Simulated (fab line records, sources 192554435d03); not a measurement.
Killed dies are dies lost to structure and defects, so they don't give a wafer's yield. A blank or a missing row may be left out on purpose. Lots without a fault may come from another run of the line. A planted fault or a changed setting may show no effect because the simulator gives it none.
A struck lot beside a sound one | flow n5_finfet | 16 steps out of a route of 1938
Sound: wafers L476.1, L476.4, L476.6. Struck: wafers L479.3, L479.4, L479.5. The cause comes at the end.
At each step with rows: each side's tool, then ch and its chambers, then its first start. Under that, the readings that differ: sound wafers | struck wafers | difference of the means | sigmas: that difference in standard deviations of wafers without a fault.
alike: readings whose means differ by less than 2 such deviations, and words and numbers that are the same on both sides. not compared: withheld readings, readings that some wafer has no value for, bounds like >300 that may hide the same value, and numbers for which the record gives no deviation and whose values overlap.
The two part at a step that has a row with sigmas, a row that says differs or no value, or rows on one side only. Numbers that don't overlap but have no deviation are shown without sigmas and don't part them. A reading that every wafer of one side lacks parts them only if that side has two wafers or more.

first, 4 steps without rows for these wafers: N5_SD_EPI_N_WET_ETCH_43 (etches SiO2 in dHF, time 14 s, target depth 1.5 nm); N5_SD_EPI_N_STRIP_18 (strips in SPM, time 750 s); N5_SD_EPI_N_SRD_20 (time 30 s); N5_SD_EPI_N_PRECLEAN_48 (cleans in NF3:NH3, afs cycles 2, time 20 s, sublimation time 60 s).
N5_SD_EPI_N_VAPOR_ETCH_50: etches Si in HCl, time 54 s.
  sound on epi_rpcvd-03 ch 0, day 5 04:43; struck on epi_rpcvd-02 ch 0, day 5 20:14
  alike: throttle_valve_pct
then, 1 step without rows for these wafers: N5_SD_EPI_N_EPI_21 (deposits Si:P, time 690 s).
N5_SD_EPI_N_EPI_MEAS_23:
  sound on film_metro-02, day 5 06:37; struck on film_metro-01, day 5 22:05
  alike: thk_nm
then, 3 steps without rows for these wafers: N5_SD_EPI_N_PRECLEAN_24 (cleans in O3/DIW, time 60 s); N5_SD_EPI_N_SRD_25 (time 30 s); N5_SD_EPI_N_PRECLEAN_49 (cleans in NF3:NH3, afs cycles 1, time 20 s, sublimation time 60 s).
N5_SD_EPI_N_LINER_46: material SiNx, target thk 3 nm.
  sound on ald_sin-04 ch 1,2, day 5 08:13; struck on ald_sin-01 ch 0,3, day 5 22:23
  alike: heater_power_w
N5_SD_EPI_N_INSPECT_26: inspects for defects (darkfield).
  sound on defect_inspect-01, day 5 08:28; struck on defect_inspect-02, day 5 22:38
  alike: raw_defect_count
N5_SD_EPI_P_COAT_34: time 60 s, resist thk 350 nm.
  sound on litho_track-04 ch 0, day 5 08:30; struck on litho_track-04 ch 0, day 5 22:40
  reading                                   | sound                | struck               | difference | sigmas
  spin_speed_rpm (rpm)                      | 1500.5 1499.7 1500.3 | 1534.5 1533.9 1535.0 | +34.3      | +42
  model.SOC_of_SD_EPI_P_COAT_34.thk_nm (nm) | 348 349.2 349        | 346.2 345.6 346      | -2.8       |
  alike: chill_plate_temp_C, dispense_pressure_kPa
then, 1 step without rows for these wafers: N5_SD_EPI_P_COAT_35 (time 60 s, resist thk 35 nm).
-- the record jumps here: 5 days lie between the struck wafers' starts before and after (it left off in module SD_EPI_P and takes up again in module BEOL_M4, whose first step shown is number 1111 of the route) --
N5_BEOL_M4_RC_MEAS_101:
  sound on prober-02 ch 0, day 10 17:37; struck on prober-02 ch 0, day 10 21:20
  reading       | sound       | struck      | difference | sigmas
  ION_N (uA/um) | 674 653 669 | 697 672 701 | +25        | +2
  alike: DIBL_N, DIBL_P, IOFF_N, IOFF_P, ION_P, SS_N, SS_P, VT_N, VT_P
then, 1 step without rows for these wafers: N5_PASSIVATION_PROBE_49.

WHERE THEY PART
First at N5_SD_EPI_P_COAT_34; last, within this record, at N5_BEOL_M4_RC_MEAS_101.

WHY: what the simulator had put in
Process parameter drift: litho_track-04, from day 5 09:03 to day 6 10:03, at N5_SD_EPI_P_COAT_34. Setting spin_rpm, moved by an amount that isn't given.
